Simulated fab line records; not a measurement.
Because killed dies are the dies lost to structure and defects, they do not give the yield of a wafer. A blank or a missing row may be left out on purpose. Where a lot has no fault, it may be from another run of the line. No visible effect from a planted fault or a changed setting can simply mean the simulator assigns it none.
One fault seen from 3 desks / flow n5 finfet / each desk holds nothing but its own numbers, with what lay behind them at the end
Where a reading is given only as a bound, like >300, the bound stands for it, and a mean or a difference that rests on one is marked > or <: the true number lies beyond.

DESK OF THE TOOL OWNER: vapor etch-02
The tool's own readings at N5_BEOL_M0_SAQP_RECESS_114 (chemistry HF/NH3, target SiO2, target depth 14.4 nm, afs cycles 3, sublimation time 60 s): means of the sampled wafers that have a number, for each lot that ran on this tool. If a lot's mean is further than 4 standard deviations from the usual mean, the lot is out of limits and carries the mark OUT (the distance appears in the brackets).
Columns: A = drypump motor current A at N5_BEOL_M0_SAQP_RECESS_114, usual 6.0 A
lot=L193; first seen here=day 6 01:18; A=5.8
lot=L195; first seen here=day 6 18:26; A=5.7
lot=L200; first seen here=day 7 14:48; A=5.5
lot=L201; first seen here=day 7 19:29; A=5.7
lot=L203; first seen here=day 8 10:05; A=5.7
lot=L214; first seen here=day 11 00:19; A=5.7
lot=L215; first seen here=day 11 08:11; A=5.4
Finding of this desk: none of the 7 lots has anything out of limits.

METROLOGY DESK
What the gauges read for every lot (on any tool): the sampled wafers with a number, averaged. If a lot's mean is further than 4 standard deviations from the usual mean, the lot is out of limits and carries the mark OUT (the distance appears in the brackets). Shown here are 7 of its 10 readings, the ones lying furthest out on some lot.
Columns: A = DIBL_N at N5_BEOL_M4_RC_MEAS_101, usual 36.3 mV/V; B = DIBL_P at N5_BEOL_M4_RC_MEAS_101, usual 36.3 mV/V; C = IOFF_P at N5_BEOL_M4_RC_MEAS_101, usual 0.22 nA/um; D = SS_N at N5_BEOL_M4_RC_MEAS_101, usual 71.4 mV/dec; E = SS_P at N5_BEOL_M4_RC_MEAS_101, usual 73.3 mV/dec; F = VT_N at N5_BEOL_M4_RC_MEAS_101, usual 249.8 mV; G = VT_P at N5_BEOL_M4_RC_MEAS_101, usual -249 mV
lot=L193; first seen here=day 9 11:22; A=37.1; B=37.8; C=0.24; D=71.8; E=73.9; F=248.7; G=-248
lot=L195; first seen here=day 9 23:38; A=36.9; B=35.7; C=0.21; D=71.5; E=73.3; F=250.7; G=-250
lot=L201; first seen here=day 10 16:16; A=34.7; B=36.4; C=0.24; D=71.5; E=72.6; F=246.9; G=-247
lot=L199; first seen here=day 10 18:29; A=36.2; B=35.5; C=0.19; D=71.1; E=72.5; F=248.6; G=-250
lot=L200; first seen here=day 11 08:04; A=37.7; B=36.2; C=0.24; D=71.6; E=73.5; F=248.8; G=-246
lot=L203; first seen here=day 11 23:50; A=36.9; B=37.2; C=0.19; D=71.9; E=73.3; F=249.4; G=-253
lot=L214; first seen here=day 13 19:12; A=36.5; B=36.9; C=0.26; D=71.5; E=73.7; F=247.6; G=-246
lot=L215; first seen here=day 14 19:49; A=37.5; B=38.3; C=0.28; D=71.2; E=73.6; F=249.3; G=-244
Finding of this desk: none of the 8 lots has anything out of limits.

THE DEFECT DESK
What the inspections along the route counted, lot by lot: means of the sampled wafers that have a number. If a lot's mean is further than 4 standard deviations from the usual mean, the lot is out of limits and carries the mark OUT (the distance appears in the brackets).
Columns: A = raw defect count at N5_BEOL_M0_SAQP_INSPECT_42, usual 352; B = raw defect count at N5_BEOL_M0_CUTY_INSPECT_59, usual 2.0
lot=L193; first seen here=day 6 04:50; A=330; B=2.7
lot=L195; first seen here=day 6 23:30; A=309; B=1.7
lot=L199; first seen here=day 7 13:12; A=334; B=2.3
lot=L200; first seen here=day 7 18:48; A=617; B=>101 (>+71) OUT
lot=L201; first seen here=day 7 22:41; A=945 (+6.0) OUT; B=>200 (+99 or more) OUT
lot=L203; first seen here=day 8 13:40; A=939 (+5.9) OUT; B=>200 (+99 or more) OUT
lot=L214; first seen here=day 11 03:40; A=298; B=2.3
lot=L215; first seen here=day 11 14:09; A=268; B=1.7
This desk's finding: out of limits on L200, L201, L203; first on L200, day 7 20:16 (raw defect count at N5_BEOL_M0_CUTY_INSPECT_59). L193, L195, L199, L214, L215: within limits.

PUT TOGETHER
The defect desk could have raised an alarm at day 7 20:16, on L200, L201, L203.
Nothing out of limits was seen by the tool owner's desk.
Nothing out of limits was seen by the metrology desk.
Tool owner's desk: L200, L201, L203 on record, inside its limits.
The metrology desk has L200, L201, L203 on record, within its limits.
On vapor etch-02, each named lot ran N5_BEOL_M0_SAQP_RECESS_114.

WHAT THE SIMULATOR PUT IN
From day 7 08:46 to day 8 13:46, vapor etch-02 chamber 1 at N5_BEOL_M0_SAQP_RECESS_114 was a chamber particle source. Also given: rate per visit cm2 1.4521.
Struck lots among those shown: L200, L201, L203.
Hours from the fault's start to each desk's first reading out of limits: the defect desk, 11.
